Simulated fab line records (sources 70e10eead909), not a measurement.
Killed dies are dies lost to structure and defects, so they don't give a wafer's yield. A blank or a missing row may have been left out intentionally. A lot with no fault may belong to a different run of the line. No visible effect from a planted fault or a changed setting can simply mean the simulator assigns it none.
fab line records	flow nand-harc
[record] lots = 24	wafers = 72	last-day = 34
route steps=1302 shown P_BONDPAD@364 A_ONON_D1@431 A_CHANNEL_HOLE_D1@464
lots untouched by any fault: they come from a run of this same line in which no faults occurred
start-h: the number of hours between the record's first day and the start of the first shown wafer of the lot	wait-h: hours from the lot's prior step to this one	" unchanged from the row above	L1.1+2: several wafers, shown together as one row	- no value, or no start given	* or withheld: withheld	< > ~ a bound
route shown NAME@n: a module of which the file shows steps, and the number in the route of the first	usual: average and standard deviation across the fault-free wafers	same: alike in all rows	chamber/n: place in a boat	sites: per-site readings	_std_site: their standard deviation	_edge_site: the outer-site mean with the inner-site mean subtracted	radius-mm: how far each site lies from the wafer's centre	mask NAME#n: copy n	behind: tool/chamber where the wafer was last shaped	hold: why the lot was held/for how many hours/how that ended	device: the n, p or np transistor that did not switch	end of line: the tests these same wafers got at the end of their route	where a step has no rows: the recipe by itself	killed: count of dies lost to structure and defects at first sort (not the wafer's yield)	map: a wafer's dies, x killed, . not, _ none there
set.NAME: setting as actually run; set.NAME@STEP: the setting as run at that earlier step	model.NAME: the simulator's own value behind a step, which no gauge read
one table for each step of the route and one row for each wafer, over a sample of lots
services: the hour from which a tool's chamber was out of use, counted from the record's first day as start-h (under 0 if before that day), plus the number of hours and why
[[steps]]
[step NHARC_P_BONDPAD_CD_MEAS_09]
[recipe] target-cd-nm = 500	landing-energy-ev = 500
[usual] cd-nm = 499.9/1.9
lot.wafer	tool	chamber	start-h	wait-h	cd-nm
L074.1	cd-sem-02	0	138.87	-	502.9
L074.2	"	0	"	"	499.3
L074.5	"	0	"	"	499.2
L075.3	cd-sem-02	0	144.99	-	499.0
L075.5	"	0	"	"	496.5
L075.6	"	0	"	"	497.9
L076.1	cd-sem-03	0	154.85	-	503.6
L076.2	"	0	"	"	498.2
L076.3	"	0	"	"	498.5
L077.2	cd-sem-02	0	165.46	-	500.4
L077.3	"	0	"	"	500.3
L077.6	"	0	"	"	501.6
L079.3	cd-sem-03	0	178.61	-	498.1
L079.4	"	0	"	"	498.4
L079.5	"	0	"	"	497.9
L078.2	cd-sem-02	0	179.41	-	496.6
L078.4	"	0	"	"	498.8
L078.5	"	0	"	"	500.1
L080.3	cd-sem-02	0	202.39	-	498.0
L080.5	"	0	"	"	498.5
L080.6	"	0	"	"	500.2
L081.1	cd-sem-01	0	211.54	-	499.9
L081.3	"	0	"	"	500.3
L081.4	"	0	"	"	503.2
L082.1	cd-sem-02	0	213.80	-	502.2
L082.5	"	0	"	"	500.5
L082.6	"	0	"	"	502.3
L083.1	cd-sem-01	0	227.17	-	498.4
L083.5	"	0	"	"	499.0
L083.6	"	0	"	"	497.3
L084.1	cd-sem-02	0	242.19	-	502.7
L084.3	"	0	"	"	498.9
L084.6	"	0	"	"	501.4
L085.1	cd-sem-01	0	248.91	-	501.1
L085.3	"	0	"	"	500.4
L085.5	"	0	"	"	501.2
L086.1	cd-sem-03	0	262.26	-	497.7
L086.4	"	0	"	"	499.6
L086.5	"	0	"	"	503.0
L088.1	cd-sem-01	0	283.68	-	503.4
L088.4	"	0	"	"	501.7
L088.5	"	0	"	"	501.8
L087.1	cd-sem-01	0	284.51	-	497.1
L087.2	"	0	"	"	501.8
L087.3	"	0	"	"	498.1
L090.1	cd-sem-01	0	302.69	-	500.0
L090.2	"	0	"	"	502.5
L090.3	"	0	"	"	499.9
L089.3	cd-sem-03	0	303.59	-	499.9
L089.5	"	0	"	"	499.2
L089.6	"	0	"	"	501.1
L091.1	cd-sem-03	0	306.23	-	496.9
L091.5	"	0	"	"	500.8
L091.6	"	0	"	"	498.9
L092.1	cd-sem-03	0	313.15	-	501.2
L092.2	"	0	"	"	502.3
L092.5	"	0	"	"	499.8
L093.2	cd-sem-01	0	338.87	-	498.6
L093.4	"	0	"	"	498.1
L093.6	"	0	"	"	500.3
L094.1	cd-sem-02	0	339.81	-	498.3
L094.3	"	0	"	"	499.4
L094.4	"	0	"	"	500.2
L095.1	cd-sem-01	0	345.02	-	502.8
L095.3	"	0	"	"	500.3
L095.4	"	0	"	"	501.2
L096.1	cd-sem-03	0	356.86	-	497.7
L096.4	"	0	"	"	499.0
L096.6	"	0	"	"	500.2
L097.1	cd-sem-01	0	371.35	-	498.3
L097.2	"	0	"	"	499.4
L097.5	"	0	"	"	499.8
[step NHARC_P_BONDPAD_DEGAS_25]
[recipe] temp-c = 300	time-s = 60
[usual] heater-power-w = 470/51
lot.wafer	tool	chamber	start-h	wait-h	heater-power-w
L074.2	pvd-sputter-01	-	140.03	-	492
L074.1	"	-	"	"	441
L074.5	"	-	"	"	408
L075.3	pvd-sputter-02	-	146.19	-	490
L075.6	"	-	"	"	548
L075.5	"	-	"	"	418
L076.1	pvd-sputter-02	-	156.02	-	418
L076.2	"	-	"	"	482
L076.3	"	-	"	"	428
L077.3	pvd-sputter-02	-	166.61	-	535
L077.2	"	-	"	"	489
L077.6	"	-	"	"	531
L079.3	pvd-sputter-01	-	179.81	-	515
L079.4	"	-	"	"	441
L079.5	"	-	"	"	444
L078.2	pvd-sputter-02	-	180.57	-	532
L078.4	"	-	"	"	486
L078.5	"	-	"	"	439
L080.3	pvd-sputter-01	-	203.56	-	456
L080.6	"	-	"	"	434
L080.5	"	-	"	"	402
L081.3	pvd-sputter-02	-	212.69	-	434
L081.4	"	-	"	"	537
L081.1	"	-	"	"	484
L082.1	pvd-sputter-01	-	214.96	-	459
L082.5	"	-	"	"	452
L082.6	"	-	"	"	405
L083.1	pvd-sputter-02	-	228.33	-	482
L083.6	"	-	"	"	539
L083.5	"	-	"	"	416
L084.3	pvd-sputter-01	-	243.38	-	439
L084.1	"	-	"	"	470
L084.6	"	-	"	"	444
L085.3	pvd-sputter-03	-	250.12	-	417
L085.1	"	-	"	"	491
L085.5	"	-	"	"	505
L086.1	pvd-sputter-03	-	263.42	-	496
L086.4	"	-	"	"	423
L086.5	"	-	"	"	506
L088.1	pvd-sputter-03	-	284.83	-	492
L088.4	"	-	"	"	424
L088.5	"	-	"	"	576
L087.3	pvd-sputter-03	-	285.72	-	571
L087.2	"	-	"	"	412
L087.1	"	-	"	"	506
L090.1	pvd-sputter-01	-	303.85	-	403
L090.3	"	-	"	"	468
L090.2	"	-	"	"	502
L089.3	pvd-sputter-02	-	304.73	-	542
L089.5	"	-	"	"	528
L089.6	"	-	"	"	442
L091.1	pvd-sputter-02	-	307.41	-	449
L091.5	"	-	"	"	445
L091.6	"	-	"	"	529
L092.1	pvd-sputter-01	-	314.30	-	499
L092.2	"	-	"	"	452
L092.5	"	-	"	"	455
L093.2	pvd-sputter-01	-	340.02	-	388
L093.4	"	-	"	"	501
L093.6	"	-	"	"	441
L094.3	pvd-sputter-03	-	340.97	-	490
L094.4	"	-	"	"	422
L094.1	"	-	"	"	487
L095.4	pvd-sputter-02	-	346.17	-	443
L095.1	"	-	"	"	433
L095.3	"	-	"	"	467
L096.1	pvd-sputter-02	-	358.03	-	458
L096.4	"	-	"	"	427
L096.6	"	-	"	"	440
L097.2	pvd-sputter-02	-	372.51	-	455
L097.1	"	-	"	"	436
L097.5	"	-	"	"	460
[step NHARC_A_ONON_D1_THK_MEAS_11]
[recipe] thk-meas-gauge = ellipsometry
[usual] thk-nm = 1000/8.3
lot.wafer	tool	chamber	start-h	wait-h	thk-nm
L074.1	film-metro-01	-	168.05	-	1012
L074.2	"	-	"	"	1010
L074.5	"	-	"	"	1011
L075.3	film-metro-02	-	172.96	-	976
L075.5	"	-	"	"	975
L075.6	"	-	"	"	976
L076.1	film-metro-01	-	182.84	-	998
L076.2	"	-	"	"	998
L076.3	"	-	"	"	996
L077.2	film-metro-01	-	192.82	-	990
L077.3	"	-	"	"	989
L077.6	"	-	"	"	988
L079.3	film-metro-02	-	207.10	-	1013
L079.4	"	-	"	"	1012
L079.5	"	-	"	"	1013
L078.2	film-metro-01	-	207.12	-	1001
L078.4	"	-	"	"	1000
L078.5	"	-	"	"	1001
L080.3	film-metro-01	-	231.25	-	999
L080.5	"	-	"	"	996
L080.6	"	-	"	"	999
L081.1	film-metro-01	-	240.36	-	1003
L081.3	"	-	"	"	1004
L081.4	"	-	"	"	1004
L082.1	film-metro-01	-	240.56	-	1013
L082.5	"	-	"	"	1014
L082.6	"	-	"	"	1014
L083.1	film-metro-02	-	256.50	-	1009
L083.5	"	-	"	"	1009
L083.6	"	-	"	"	1012
L084.1	film-metro-01	-	273.90	-	1004
L084.3	"	-	"	"	1003
L084.6	"	-	"	"	1002
L085.1	film-metro-01	-	279.63	-	997
L085.3	"	-	"	"	999
L085.5	"	-	"	"	999
L086.1	film-metro-01	-	290.02	-	995
L086.4	"	-	"	"	996
L086.5	"	-	"	"	996
L087.1	film-metro-01	-	311.41	-	996
L087.2	"	-	"	"	995
L087.3	"	-	"	"	996
L088.1	film-metro-02	-	311.42	-	992
L088.4	"	-	"	"	993
L088.5	"	-	"	"	992
L090.1	film-metro-01	-	330.21	-	1008
L090.2	"	-	"	"	1009
L090.3	"	-	"	"	1006
L089.3	film-metro-02	-	330.22	-	1005
L089.5	"	-	"	"	1005
L089.6	"	-	"	"	1007
L091.1	film-metro-01	-	333.86	-	994
L091.5	"	-	"	"	996
L091.6	"	-	"	"	995
L092.1	film-metro-01	-	341.90	-	999
L092.2	"	-	"	"	998
L092.5	"	-	"	"	999
L093.2	film-metro-02	-	366.57	-	999
L093.4	"	-	"	"	997
L093.6	"	-	"	"	999
L094.1	film-metro-02	-	366.58	-	996
L094.3	"	-	"	"	996
L094.4	"	-	"	"	994
L095.1	film-metro-01	-	375.23	-	1002
L095.3	"	-	"	"	1002
L095.4	"	-	"	"	1004
L096.1	film-metro-01	-	384.25	-	1001
L096.4	"	-	"	"	1003
L096.6	"	-	"	"	1002
L097.1	film-metro-02	-	400.92	-	1010
L097.2	"	-	"	"	1008
L097.5	"	-	"	"	1009
[step NHARC_A_CHANNEL_HOLE_D1_INSPECT_12]
[usual] raw-defect-count = 5.6/3
lot.wafer	tool	chamber	start-h	wait-h	raw-defect-count
L074.1	defect-inspect-01	-	183.57	0.0	5
L074.2	"	-	"	"	4
L074.5	"	-	"	"	6
L075.3	defect-inspect-01	-	187.31	0.0	6
L075.5	"	-	"	"	5
L075.6	"	-	"	"	10
L076.1	defect-inspect-01	-	198.17	0.0	4
L076.2	"	-	"	"	6
L076.3	"	-	"	"	12
L077.2	defect-inspect-01	-	208.93	0.0	9
L077.3	"	-	"	"	5
L077.6	"	-	"	"	4
L078.2	defect-inspect-02	-	223.07	0.0	1
L078.4	"	-	"	"	5
L078.5	"	-	"	"	4
L079.3	defect-inspect-01	-	223.22	0.0	6
L079.4	"	-	"	"	5
L079.5	"	-	"	"	4
L080.3	defect-inspect-01	-	245.17	0.0	4
L080.5	"	-	"	"	5
L080.6	"	-	"	"	1
L082.1	defect-inspect-01	-	258.03	0.0	5
L082.5	"	-	"	"	11
L082.6	"	-	"	"	4
L081.1	defect-inspect-01	-	259.14	0.0	6
L081.3	"	-	"	"	4
L081.4	"	-	"	"	7
L083.1	defect-inspect-01	-	273.44	0.0	7
L083.5	"	-	"	"	5
L083.6	"	-	"	"	5
L084.1	defect-inspect-02	-	289.66	0.0	6
L084.3	"	-	"	"	3
L084.6	"	-	"	"	2
L085.1	defect-inspect-02	-	294.17	0.0	4
L085.3	"	-	"	"	6
L085.5	"	-	"	"	8
L086.1	defect-inspect-01	-	307.25	0.0	7
L086.4	"	-	"	"	5
L086.5	"	-	"	"	2
L087.1	defect-inspect-02	-	327.32	0.0	2
L087.2	"	-	"	"	6
L087.3	"	-	"	"	2
L088.1	defect-inspect-01	-	328.33	0.0	6
L088.4	"	-	"	"	6
L088.5	"	-	"	"	3
L089.3	defect-inspect-01	-	345.47	0.0	5
L089.5	"	-	"	"	11
L089.6	"	-	"	"	4
L090.1	defect-inspect-02	-	346.20	0.0	5
L090.2	"	-	"	"	5
L090.3	"	-	"	"	11
L091.1	defect-inspect-01	-	346.65	0.0	8
L091.5	"	-	"	"	5
L091.6	"	-	"	"	8
L092.1	defect-inspect-01	-	355.93	0.0	5
L092.2	"	-	"	"	8
L092.5	"	-	"	"	4
L093.2	defect-inspect-02	-	385.34	0.0	3
L093.4	"	-	"	"	7
L093.6	"	-	"	"	3
L094.1	defect-inspect-02	-	387.05	0.0	7
L094.3	"	-	"	"	3
L094.4	"	-	"	"	4
L095.1	defect-inspect-01	-	390.35	0.0	6
L095.3	"	-	"	"	9
L095.4	"	-	"	"	7
L096.1	defect-inspect-02	-	398.24	0.0	5
L096.4	"	-	"	"	4
L096.6	"	-	"	"	11
L097.1	defect-inspect-01	-	415.27	0.0	9
L097.2	"	-	"	"	6
L097.5	"	-	"	"	6
[step NHARC_A_CHANNEL_HOLE_D1_ETCH_39]
[recipe] target-depth-a = 2600	over-etch-frac = 0.3	time-s = 325	ion-energy-ev = 200	n2-flow-sccm = 150	h2-flow-sccm = 150	ar-flow-sccm = 0	rf-w = 400	bias-w = 150	chemistry = N2/H2
[usual] drypump-motor-current-A = 5.8/0.38	oes-product-au = 1.000/0.0091	rf-vpp-V = 430.1/2.8	showerhead-plenum-p-Torr = 2.03/0.097	throttle-valve-pct = 14.170/0.011
lot.wafer	tool	chamber	start-h	wait-h	drypump-motor-current-A	oes-product-au	rf-hours-counter-h	rf-vpp-V	showerhead-plenum-p-Torr	throttle-valve-pct
L074.1	rie-diel-02	2	-	-	5.5	0.992	10	427.1	1.96	14.175
L074.2	"	3	"	"	5.4	1.004	11	433.8	2.18	14.163
L074.5	"	1	"	"	5.6	1.009	-	431.1	2.11	14.181
L075.3	rie-diel-02	2	-	-	5.5	0.988	11	429.1	1.96	14.168
L075.6	"	2	"	"	5.5	0.988	-	427.4	1.96	14.182
L075.5	"	3	"	"	5.4	1.004	-	434.5	2.18	14.176
L076.2	rie-diel-02	1	-	-	5.6	0.992	13	432.4	2.11	14.166
L076.1	"	2	"	"	5.5	0.986	12	427.4	1.96	14.170
L076.3	"	3	"	"	5.4	0.990	13	433.9	2.18	14.156
L077.3	rie-diel-02	0	-	-	6.1	0.984	15	425.9	1.91	14.173
L077.2	"	2	"	"	5.5	0.989	13	427.4	1.96	14.165
L077.6	"	0	"	"	6.2	0.977	-	427.5	1.91	14.176
L078.2	rie-diel-11	2	-	-	6.6	0.997	44	429.9	2.03	14.174
L078.4	"	3	"	"	6.1	0.987	51	432.9	2.09	14.183
L078.5	"	2	"	"	6.6	0.990	-	430.8	2.03	14.176
L079.3	rie-diel-11	1	-	-	6.2	0.998	43	429.4	2.01	14.177
L079.4	"	3	"	"	6.1	0.979	51	429.9	2.09	14.173
L079.5	"	1	"	"	6.2	0.994	-	430.9	2.01	14.166
L080.3	rie-diel-02	1	-	-	5.6	1.002	1	432.2	2.10	14.183
L080.5	"	0	"	"	6.2	0.984	-	428.3	1.91	14.184
L080.6	"	1	"	"	5.5	0.992	-	432.9	2.10	14.185
L082.1	rie-diel-02	0	-	-	6.2	1.004	3	426.1	1.91	14.165
L082.6	"	1	"	"	5.5	1.014	-	432.4	2.10	14.174
L082.5	"	2	"	"	5.5	1.008	-	429.8	1.96	14.174
L081.4	rie-diel-02	1	-	-	5.6	1.006	4	432.8	2.10	14.155
L081.3	"	2	"	"	5.5	1.008	3	427.9	1.96	14.157
L081.1	"	0	"	"	6.2	0.996	4	428.2	1.91	14.158
L083.1	rie-diel-02	1	-	-	5.5	1.009	4	431.8	2.10	14.174
L083.5	"	2	"	"	5.5	1.007	-	428.5	1.96	14.173
L083.6	"	3	"	"	5.4	1.000	-	433.1	2.18	14.184
L084.1	rie-diel-02	0	-	-	6.2	0.994	5	425.8	1.91	14.154
L084.3	"	2	"	"	5.6	1.003	6	428.2	1.96	14.175
L084.6	"	1	"	"	5.5	0.996	-	432.2	2.10	14.163
L085.3	rie-diel-02	2	-	-	5.5	0.997	6	425.8	1.96	14.198
L085.1	"	3	"	"	5.4	1.008	6	435.0	2.17	14.171
L085.5	"	3	"	"	5.4	1.002	-	434.2	2.17	14.176
L086.4	rie-diel-02	0	-	-	6.2	1.005	7	427.0	1.91	14.153
L086.1	"	2	"	"	5.5	1.000	8	426.4	1.96	14.156
L086.5	"	0	"	"	6.2	0.994	-	427.9	1.91	14.164
L087.1	rie-diel-02	3	-	-	5.4	0.997	9	432.9	2.17	14.173
L087.2	"	0	"	"	6.2	0.983	9	426.3	1.91	14.175
L087.3	"	1	"	"	5.5	0.992	9	434.0	2.10	14.163
L088.1	rie-diel-02	2	-	-	5.5	1.017	10	429.2	1.96	14.182
L088.4	"	3	"	"	5.4	1.002	10	434.8	2.17	14.162
L088.5	"	3	"	"	5.4	1.003	-	433.5	2.17	14.173
L089.3	rie-diel-02	1	-	-	5.5	1.006	10	432.1	2.10	14.159
L089.6	"	3	"	"	5.4	1.005	-	433.4	2.17	14.180
L089.5	"	0	"	"	6.2	0.996	-	428.0	1.91	14.177
L090.3	rie-diel-11	1	-	-	6.2	1.005	26	428.2	1.99	14.184
L090.2	"	2	"	"	6.6	1.010	26	430.2	2.01	14.166
L090.1	"	3	"	"	6.1	1.000	28	431.7	2.08	14.165
L091.1	rie-diel-02	0	-	-	6.2	1.001	12	427.7	1.91	14.187
L091.5	"	1	"	"	5.5	1.001	-	433.7	2.10	14.170
L091.6	"	2	"	"	5.5	1.005	-	429.8	1.96	14.178
L092.1	rie-diel-11	2	-	-	6.6	0.999	31	430.2	2.01	14.173
L092.2	"	3	"	"	6.1	1.003	33	431.1	2.07	14.168
L092.5	"	3	"	"	6.1	1.000	-	431.4	2.07	14.170
L093.4	rie-diel-11	2	-	-	6.6	1.009	40	430.3	2.01	14.164
L093.2	"	3	"	"	6.1	0.994	40	433.2	2.07	14.155
L093.6	"	0	"	"	6.2	0.994	-	425.1	1.90	14.171
L094.1	rie-diel-02	3	-	-	5.4	1.012	15	434.1	2.17	14.143
L094.3	"	0	"	"	6.1	0.996	15	426.8	1.90	14.176
L094.4	"	1	"	"	5.5	1.006	15	433.3	2.10	14.168
L095.3	rie-diel-02	2	-	-	5.6	1.019	15	428.0	1.96	14.171
L095.1	"	3	"	"	5.4	1.009	15	433.7	2.17	14.187
L095.4	"	0	"	"	6.2	0.998	16	427.2	1.90	14.149
L096.4	rie-diel-11	0	-	-	6.2	0.996	46	425.0	1.90	14.179
L096.1	"	1	"	"	6.2	0.997	46	429.3	1.99	14.168
L096.6	"	1	"	"	6.2	0.994	-	428.6	1.99	14.174
L097.2	rie-diel-02	1	-	-	5.5	1.016	1	432.2	2.10	14.196
L097.1	"	3	"	"	5.4	1.009	1	433.9	2.17	14.170
L097.5	"	1	"	"	5.5	1.018	-	432.9	2.10	14.171
[step NHARC_A_CHANNEL_HOLE_D1_INSPECT_40]
[usual] raw-defect-count = 73/28
lot.wafer	tool	chamber	start-h	wait-h	raw-defect-count
L074.1	defect-inspect-01	-	190.52	-	56
L074.2	"	-	"	"	34
L074.5	"	-	"	"	59
L075.3	defect-inspect-02	-	194.26	-	88
L075.5	"	-	"	"	136
L075.6	"	-	"	"	106
L076.1	defect-inspect-02	-	205.12	-	116
L076.2	"	-	"	"	123
L076.3	"	-	"	"	123
L077.2	defect-inspect-02	-	217.99	-	97
L077.3	"	-	"	"	97
L077.6	"	-	"	"	90
L078.2	defect-inspect-02	-	231.25	-	68
L078.4	"	-	"	"	32
L078.5	"	-	"	"	49
L079.3	defect-inspect-01	-	231.57	-	103
L079.4	"	-	"	"	104
L079.5	"	-	"	"	113
L080.3	defect-inspect-01	-	252.44	-	64
L080.5	"	-	"	"	68
L080.6	"	-	"	"	47
L082.1	defect-inspect-02	-	265.02	-	37
L082.5	"	-	"	"	54
L082.6	"	-	"	"	39
L081.1	defect-inspect-02	-	270.39	-	91
L081.3	"	-	"	"	79
L081.4	"	-	"	"	138
L083.1	defect-inspect-01	-	281.66	-	35
L083.5	"	-	"	"	34
L083.6	"	-	"	"	28
L084.1	defect-inspect-02	-	296.63	-	65
L084.3	"	-	"	"	64
L084.6	"	-	"	"	44
L085.1	defect-inspect-01	-	301.11	-	95
L085.3	"	-	"	"	107
L085.5	"	-	"	"	87
L086.1	defect-inspect-02	-	314.61	-	49
L086.4	"	-	"	"	39
L086.5	"	-	"	"	57
L087.1	defect-inspect-02	-	334.26	-	117
L087.2	"	-	"	"	104
L087.3	"	-	"	"	88
L088.1	defect-inspect-02	-	335.30	-	50
L088.4	"	-	"	"	57
L088.5	"	-	"	"	51
L089.3	defect-inspect-01	-	352.68	-	116
L089.5	"	-	"	"	126
L089.6	"	-	"	"	85
L090.1	defect-inspect-02	-	353.18	-	68
L090.2	"	-	"	"	42
L090.3	"	-	"	"	74
L091.1	defect-inspect-01	-	356.58	-	107
L091.5	"	-	"	"	125
L091.6	"	-	"	"	118
L092.1	defect-inspect-02	-	362.92	-	73
L092.2	"	-	"	"	38
L092.5	"	-	"	"	45
L093.2	defect-inspect-01	-	392.45	-	54
L093.4	"	-	"	"	50
L093.6	"	-	"	"	69
L094.1	defect-inspect-01	-	396.50	-	55
L094.3	"	-	"	"	91
L094.4	"	-	"	"	62
L095.1	defect-inspect-02	-	400.69	-	50
L095.3	"	-	"	"	54
L095.4	"	-	"	"	65
L096.1	defect-inspect-02	-	405.17	-	72
L096.4	"	-	"	"	57
L096.6	"	-	"	"	71
L097.1	defect-inspect-01	-	424.24	-	50
L097.2	"	-	"	"	61
L097.5	"	-	"	"	44
[[services]]
tool	chamber	start-h	hours	kind
rie-diel-02	0	122.20	-	clean
rie-diel-02	1	122.20	-	clean
rie-diel-02	2	122.20	-	clean
rie-diel-02	3	122.20	-	clean
pvd-sputter-01	-	123.86	1.5	repair
rie-diel-02	0	146.70	-	clean
rie-diel-02	1	146.70	-	clean
rie-diel-02	2	146.70	-	clean
pvd-sputter-03	-	172.59	10.0	pm
pvd-sputter-02	-	197.40	3.8	repair
pvd-sputter-01	-	209.98	1.1	repair
rie-diel-02	-	216.70	9.0	pm
rie-diel-11	1	218.96	1.8	repair
pvd-sputter-01	-	223.46	0.5	repair
pvd-sputter-01	-	226.00	10.0	pm
rie-diel-02	1	253.46	3.1	repair
rie-diel-11	-	258.98	9.0	pm
pvd-sputter-02	-	282.04	10.0	pm
pvd-sputter-03	-	297.40	0.5	repair
pvd-sputter-02	-	342.91	2.4	repair
pvd-sputter-03	-	350.59	10.0	pm
rie-diel-11	2	379.91	2.2	repair
rie-diel-02	-	393.70	9.0	pm
pvd-sputter-01	-	404.00	10.0	pm
[[key]]
fault none
